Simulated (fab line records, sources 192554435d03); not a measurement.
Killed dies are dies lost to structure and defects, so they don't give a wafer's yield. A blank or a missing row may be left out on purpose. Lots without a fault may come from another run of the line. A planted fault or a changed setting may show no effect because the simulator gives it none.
Split-lot experiment | flow n5_finfet | 7 lots, 21 wafers read, on a route of 1938 steps

THE SPLIT
At N5_PMOS_HMC_CHANNEL_EPI_PEB_07 (peb time 60 s), the setting peb_temp_c was moved away from the recipe's 110 C on 8 of the 21 wafers read, by -2.4% to +2.1%. The other wafers ran this setting at the recipe's value.

FROM THE SPLIT TO THE READING: what the file shows between them, 1 step
- N5_PMOS_HMC_CHANNEL_EPI_DEVELOP_08: develop time 30 s

THE READING
cd_nm, in nm, at N5_PMOS_HMC_CHANNEL_EPI_CD_MEAS_09 (target cd 237.4 nm). Fault-free wafers of this fab line usually give 236.8 nm, standard deviation 0.9 nm.

wafer  | tool, chamber at the split | peb_temp_c as run, C | against the recipe | cd_nm, nm | against lot-mates on the recipe
L074.2 | litho_track-04, 0          | 112.3                | +2.1%              | 244.1     | +5.8
L074.3 | litho_track-04, 0          | 110                  | recipe             | 238.3     | -
L074.4 | litho_track-04, 0          | 112.3                | +2.1%              | 244.4     | +6.1
L076.1 | litho_track-05, 0          | 107.4                | -2.4%              | 228.3     | -8.5
L076.2 | litho_track-05, 0          | 107.4                | -2.4%              | 227.6     | -9.2
L076.5 | litho_track-05, 0          | 110                  | recipe             | 236.8     | -
L084.3 | litho_track-01, 0          | 110                  | recipe             | 237.2     | -
L084.5 | litho_track-01, 0          | 108.2                | -1.6%              | 229.7     | -7.7
L084.6 | litho_track-01, 0          | 110                  | recipe             | 237.5     | -
L085.1 | litho_track-04, 0          | 110                  | recipe             | 237.5     | -
L085.5 | litho_track-04, 0          | 110                  | recipe             | 236.6     | -
L085.6 | litho_track-04, 0          | 110                  | recipe             | 236.7     | -
L091.1 | litho_track-04, 0          | 110                  | recipe             | 235.2     | -
L091.5 | litho_track-04, 0          | 110                  | recipe             | 236.9     | -
L091.6 | litho_track-04, 0          | 110                  | recipe             | 237.0     | -
L092.1 | litho_track-05, 0          | 110                  | recipe             | 238.7     | -
L092.2 | litho_track-05, 0          | 110                  | recipe             | 236.7     | -
L092.3 | litho_track-05, 0          | 110                  | recipe             | 237.4     | -
L093.2 | litho_track-01, 0          | 108.6                | -1.3%              | 230.8     | no lot-mate on the recipe
L093.3 | litho_track-01, 0          | 108.6                | -1.3%              | 230.7     | no lot-mate on the recipe
L093.4 | litho_track-01, 0          | 108.6                | -1.3%              | 231.9     | no lot-mate on the recipe

THE FIT
A straight line over all 21 wafers: cd_nm changes by +3.87 nm for each +1% of peb_temp_c; r = +0.98; the points scatter about the line by 0.87 nm.
The same after taking each lot's own level away (the mean of its wafers on the recipe; 18 wafers): +3.48 nm for each +1%; r = +0.98; scatter 0.83 nm.
On that fit, the largest move of peb_temp_c shifts the reading by 8.2 nm.
The lots' own levels span 236.37 to 238.30 nm, that is 2.1 times the standard deviation above.
So the lot-to-lot level changes the slope: the two fits differ.
Check: with one of the wafers moved furthest among these (-2.4%) left out of the fit, the line predicts -8.56 nm for it against its lot-mates. It came out at -8.5 nm against them.

THE WHOLE CHAIN: every reading that the file lists as answering this split, in the file's order
step                               | what it does                                                           | reading                                                                     | change (the file's fit)              | r (the file's)
N5_PMOS_HMC_CHANNEL_EPI_CD_MEAS_09 | target cd 237.4 nm                                                     | cd_nm                                                                       | +3.64 nm for each +1% of the setting | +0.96
N5_PMOS_HMC_CHANNEL_EPI_DESCUM_14  | chemistry O2, time 7.9 s                                               | PMOS_HMC_CHANNEL_EPI.cd_nm (the simulator's own value, which no gauge read) | +3.68 nm for each +1% of the setting | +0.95
N5_PMOS_HMC_CHANNEL_EPI_ETCH_32    | etches BARC in N2/H2, stops on SiO2, target depth 85.8 nm, time 50.3 s | PMOS_HMC_CHANNEL_EPI.cd_nm (the simulator's own value, which no gauge read) | +3.47 nm for each +1% of the setting | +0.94

THE FILE'S OWN FIT
cd_nm changes by +3.64 nm for each +1% of peb_temp_c, r = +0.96.
